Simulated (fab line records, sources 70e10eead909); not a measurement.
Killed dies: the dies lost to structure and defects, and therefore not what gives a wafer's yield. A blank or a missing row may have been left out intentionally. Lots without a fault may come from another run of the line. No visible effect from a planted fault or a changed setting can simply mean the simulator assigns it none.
Which tool was responsible? + flow nand_harc + 45 wafers from 15 lots sampled at 2 of the route's 1302 steps

WHAT THE GAUGES READ, wafer by wafer
NHARC_P_BONDPAD_THK_MEAS_20: measures by xrf.
| lot  | measured     | on            | thk_nm (nm)       |
|------|--------------|---------------|-------------------|
| L565 | day 6 21:04  | film_metro-02 | 163.4 161.3 162.8 |
| L566 | day 7 00:31  | film_metro-02 | 163.3 164.2 161.3 |
| L567 | day 7 14:23  | film_metro-02 | 162.6 160.7 161.6 |
| L568 | day 8 02:01  | film_metro-02 | 159.3 159.2 158.3 |
| L569 | day 8 03:35  | film_metro-01 | 161.1 162.1 163.1 |
| L571 | day 9 07:06  | film_metro-01 | 164.0 158.6 161.1 |
| L572 | day 10 02:19 | film_metro-01 | 164.6 162.1 162.1 |
| L573 | day 10 11:09 | film_metro-01 | 160.7 162.4 161.6 |
| L574 | day 10 12:43 | film_metro-02 | 162.6 160.3 160.0 |
| L581 | day 13 14:28 | film_metro-02 | 161.3 161.5 163.2 |
| L583 | day 14 00:50 | film_metro-01 | 157.8 160.8 160.7 |
| L584 | day 14 12:10 | film_metro-02 | 162.4 164.3 159.0 |
| L586 | day 15 07:48 | film_metro-01 | 161.3 159.8 160.3 |
| L587 | day 15 20:20 | film_metro-02 | 160.1 161.8 162.6 |
| L588 | day 16 06:08 | film_metro-02 | 160.1 160.1 159.4 |

WHICH TOOL RAN EACH LOT (tool, then ch and the chambers of the sampled wafers, then the start)
| lot  | NHARC_P_BONDPAD_PRE_CLEAN_26            |
|------|-----------------------------------------|
| L565 | pvd_sputter-03, day 6 21:04 or earlier  |
| L566 | pvd_sputter-01, day 7 00:31 or earlier  |
| L567 | pvd_sputter-01, day 7 14:23 or earlier  |
| L568 | pvd_sputter-01, day 8 02:01 or earlier  |
| L569 | pvd_sputter-02, day 8 03:35 or earlier  |
| L571 | pvd_sputter-03, day 9 07:06 or earlier  |
| L572 | pvd_sputter-02, day 10 02:19 or earlier |
| L573 | pvd_sputter-02, day 10 11:09 or earlier |
| L574 | pvd_sputter-03, day 10 12:43 or earlier |
| L581 | pvd_sputter-02, day 13 14:28 or earlier |
| L583 | pvd_sputter-03, day 14 00:50 or earlier |
| L584 | pvd_sputter-03, day 14 12:10 or earlier |
| L586 | pvd_sputter-01, day 15 07:48 or earlier |
| L587 | pvd_sputter-01, day 15 20:20 or earlier |
| L588 | pvd_sputter-01, day 16 06:08 or earlier |
- NHARC_P_BONDPAD_PRE_CLEAN_26: time 30 s.

WHAT THE TOOLS THEMSELVES READ (means of the sampled wafers that have a number; where no wafer has one, the mark that the record gives instead)
NHARC_P_BONDPAD_PRE_CLEAN_26.
| lot  | tool           | heater_power_w (W) |
|------|----------------|--------------------|
| L565 | pvd_sputter-03 | 418                |
| L566 | pvd_sputter-01 | 444                |
| L567 | pvd_sputter-01 | 392                |
| L568 | pvd_sputter-01 | 424                |
| L569 | pvd_sputter-02 | 444                |
| L571 | pvd_sputter-03 | 398                |
| L572 | pvd_sputter-02 | 374                |
| L573 | pvd_sputter-02 | 394                |
| L574 | pvd_sputter-03 | 390                |
| L581 | pvd_sputter-02 | 443                |
| L583 | pvd_sputter-03 | 412                |
| L584 | pvd_sputter-03 | 416                |
| L586 | pvd_sputter-01 | 422                |
| L587 | pvd_sputter-01 | 416                |
| L588 | pvd_sputter-01 | 387                |

THE ANSWER, worked out from the rows above alone
Rule: the lots themselves supply what counts as usual. Put in order of their means at a reading, lots are off if they are a third of the lots or fewer, leave a main group of 4 or more, and stand apart from it by a gap of 3 or more times the standard deviation of the main group's means; of several such gaps the widest counts. If all means in a main group match to the digits the tables above print for the reading, that group is not used. Also off: a lot with no number at a reading for which 4 or more lots have one. Where the step has rows for the other lots, those lots are counted as sound. After the gauges, taken in route order, come the tools' own readings; for these a lot's mean is taken, as printed above. At the first step where some lot is off, the reading lying furthest off is the one used; lots without a number count as furthest.
None of the lots is off at any reading shown; this tells nothing.

WHAT WAS PUT IN BY THE SIMULATOR
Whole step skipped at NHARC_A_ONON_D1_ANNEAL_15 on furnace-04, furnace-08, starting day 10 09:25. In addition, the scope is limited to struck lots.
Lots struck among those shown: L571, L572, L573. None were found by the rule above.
